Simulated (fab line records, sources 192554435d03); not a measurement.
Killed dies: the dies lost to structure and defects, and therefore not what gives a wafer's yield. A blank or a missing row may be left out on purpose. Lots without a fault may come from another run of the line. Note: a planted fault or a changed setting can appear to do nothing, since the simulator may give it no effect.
Chamber matching + flow n5Finfet + 4 sister chambers for N5_SD_EPI_P_DESCUM_14 on rieDiel-05
The step chemistry O2, time 7.9 s. 14 wafers are shown with their chamber, then 7 later ones without.

== WAFERS, EACH WITH ITS CHAMBER ==
| wafer  | chamber | drypumpMotorCurrentA (A) | showerheadPlenumPTorr (Torr) | throttleValvePct (%) |
|--------|---------|--------------------------|------------------------------|----------------------|
| L452.3 | 1       | 5.6                      | 2.15                         | 20.17                |
| L452.4 | 1       | 5.6                      | 2.15                         | 20.17                |
| L452.5 | 2       | 5.7                      | 2.14                         | 20.40                |
| L457.3 | 3       | 5.8                      | 2.14                         | 20.04                |
| L457.4 | 2       | 5.6                      | 2.13                         | 20.43                |
| L457.5 | 3       | 5.8                      | 2.14                         | 20.03                |
| L470.2 | 0       | 5.0                      | 2.17                         | 20.35                |
| L470.4 | 0       | 5.0                      | 2.17                         | 20.35                |
| L470.5 | 2       | 5.7                      | 2.12                         | 20.01                |
| L472.2 | 1       | 5.6                      | 2.13                         | 20.23                |
| L472.4 | 3       | 5.8                      | 2.13                         | 19.68                |
| L472.6 | 3       | 5.8                      | 2.13                         | 19.69                |
| L473.1 | 0       | 5.0                      | 2.17                         | 20.37                |
| L473.2 | 1       | 5.6                      | 2.13                         | 20.24                |

SIGNATURES, as means of the wafers listed above
| reading               | chamber 0 | chamber 1 | chamber 2 | chamber 3 | scatter within a chamber |
|-----------------------|-----------|-----------|-----------|-----------|--------------------------|
| drypumpMotorCurrentA  | 5.000     | 5.600     | 5.667     | 5.800     | 0.0258                   |
| showerheadPlenumPTorr | 2.1700    | 2.1400    | 2.1300    | 2.1350    | 0.00837                  |
| throttleValvePct      | 20.3567   | 20.2025   | 20.2800   | 19.8600   | 0.154                    |
Rule: for a wafer and a chamber, the distance is found by dividing, reading by reading, the gap between the wafer's reading and the chamber's mean by the reading's scatter, squaring, summing and taking the root. If the next closest chamber is less than 2 further off than the closest, the wafer can't be placed; otherwise it belongs to the closest. The scatter: take each reading less its chamber's mean, square it, sum over the shown wafers, divide by the number of wafers less the number of chambers, and take the root.

== WAFERS WITH NO CHAMBER GIVEN ==
| wafer  | drypumpMotorCurrentA (A) | showerheadPlenumPTorr (Torr) | throttleValvePct (%) |
|--------|--------------------------|------------------------------|----------------------|
| L473.4 | 5.8                      | 2.13                         | 19.69                |
| L474.1 | 5.8                      | 2.13                         | 19.70                |
| L474.5 | 5.8                      | 2.13                         | 19.70                |
| L474.6 | 5.0                      | 2.17                         | 20.36                |
| L475.2 | 5.7                      | 2.12                         | 20.03                |
| L475.5 | 5.8                      | 2.13                         | 19.69                |
| L475.6 | 5.7                      | 2.12                         | 20.03                |

== WHICH CHAMBER EACH WENT THROUGH ==
| wafer  | from the rows above | in truth |
|--------|---------------------|----------|
| L473.4 | 3                   | 3        |
| L474.1 | 3                   | 3        |
| L474.5 | 3                   | 3        |
| L474.6 | 0                   | 0        |
| L475.2 | 2                   | 2        |
| L475.5 | 3                   | 3        |
| L475.6 | 2                   | 2        |
Correct placement for 7 of the 7. From these rows, 0 cannot be placed. Placed wrongly: 0.
